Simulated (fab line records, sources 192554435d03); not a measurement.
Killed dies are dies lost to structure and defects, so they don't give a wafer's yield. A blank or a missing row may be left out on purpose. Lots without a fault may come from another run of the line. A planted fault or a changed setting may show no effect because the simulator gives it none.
Problem report in the 8D (eight disciplines) form, filled by code | flow n5_finfet | the parts of the form that need people (team, actions taken, sign-off) are left out

1. THE PROBLEM
killed_at_M4_up at N5_PASSIVATION_PROBE_49 reads a mean of 54 on 1 wafer of 1 lot; wafers without a fault read 13 with a standard deviation of 5.3. That is +7.7 standard deviations from the usual mean.
First seen on wafer L287.1, day 16 11:47, on prober-01. The record holds 9 wafers of 3 lots with a number at this step. Rule for "out", or "out of limits": more than 4 standard deviations from the usual mean. The other wafers with a number count as sound.

2. WHAT IT IS AND WHAT IT IS NOT
question                    | is                             | is not
which readings at this step | killed_at_M4_up, killed_on_rim | defect_limited_yield, killed_at_M0_to_M3, killed_at_contacts, killed_at_front_end, killed_at_other, killed_dies, killed_open, killed_short, sort_bin_5_function, sort_bin_6_memory, sort_n_pass, sort_yield_pct
which lots                  | L287                           | L293, L294
which wafers of those lots  | L287.1                         | L287.2, L287.4
read on which tools         | prober-01                      | -
when                        | from day 16 11:47              | up to then (0 sound wafers); but 8 sound wafers of L287, L293, L294 came after

3. SUSPECTS, AND WHAT RULES EACH OUT
Counting: a tool at a process step up to the reading stays a suspect if it ran every lot that is out. Sound lots after the first of them don't rule it out here, since some wafers of a struck lot are sound.
- rie_diel-05 at N5_BEOL_M13_ETCH_68 (etches SOC in N2/H2, time 355 s): kept. It ran the lot that is out, L287 (day 15 02:04).
- rie_diel-04 at N5_PASSIVATION_ETCH_15 (etches SiCN in CF4/N2, target depth 75 nm, time 81.2 s): kept. It ran the lot that is out, L287 (day 16 06:53). N5_PASSIVATION_ETCH_15 gives no start for some lots, so the hours and the order of its lots are those of N5_PASSIVATION_OVL_MEAS_63.
- prober-01 at N5_PASSIVATION_PROBE_49: kept. It ran the lot that is out, L287 (day 16 11:47). Its own readings are out on those wafers: killed_at_M4_up, killed_on_rim.
- Within rie_diel-05 at N5_BEOL_M13_ETCH_68: the wafers that are out ran in chamber 3; their sound lot-mates ran in chambers 1, 2.
- Within rie_diel-04 at N5_PASSIVATION_ETCH_15: the wafers that are out ran in chamber 2; their sound lot-mates ran in chamber 0.
Left after counting: rie_diel-05 at N5_BEOL_M13_ETCH_68, rie_diel-04 at N5_PASSIVATION_ETCH_15, prober-01 at N5_PASSIVATION_PROBE_49.

4. THE CAUSE (what the simulator had put in)
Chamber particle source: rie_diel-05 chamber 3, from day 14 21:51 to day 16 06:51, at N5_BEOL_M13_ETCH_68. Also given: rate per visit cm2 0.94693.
Counting left 3 suspects, and this tool is among them.

5. THE CHAIN OF EFFECTS, in route order
Each row: a reading whose mean over the struck wafers that have a number lies more than 3 standard deviations from the usual. Only readings for which the record gives a usual standard deviation are gone through. hours: the time from each lot's start at the first step in this table that gives one to its start at this step, as a median over the lots. sigmas: the change in usual standard deviations.
hours | step                    | reading         | usual | on struck wafers | change | sigmas
0     | N5_PASSIVATION_PROBE_49 | killed_at_M4_up | 13    | 54               | +41    | +7.7
0     | N5_PASSIVATION_PROBE_49 | killed_on_rim   | 13    | 29               | +16    | +4.1
The process steps in it:
- N5_PASSIVATION_PROBE_49

6. WHAT WOULD HAVE CAUGHT IT SOONER
In this record the first reading out of limits was taken at day 16 11:47, 38 hours after the fault began at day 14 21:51.
Of the tool readings at N5_BEOL_M13_ETCH_68 for which the record gives a usual standard deviation, none was out on any struck wafer, so an alarm limit of 4 standard deviations on them would not have fired.
All the lots that are out (1) had begun N5_BEOL_M13_ETCH_68 on rie_diel-05 by day 16 11:47. A hold on the tool at that time would have spared none of them.
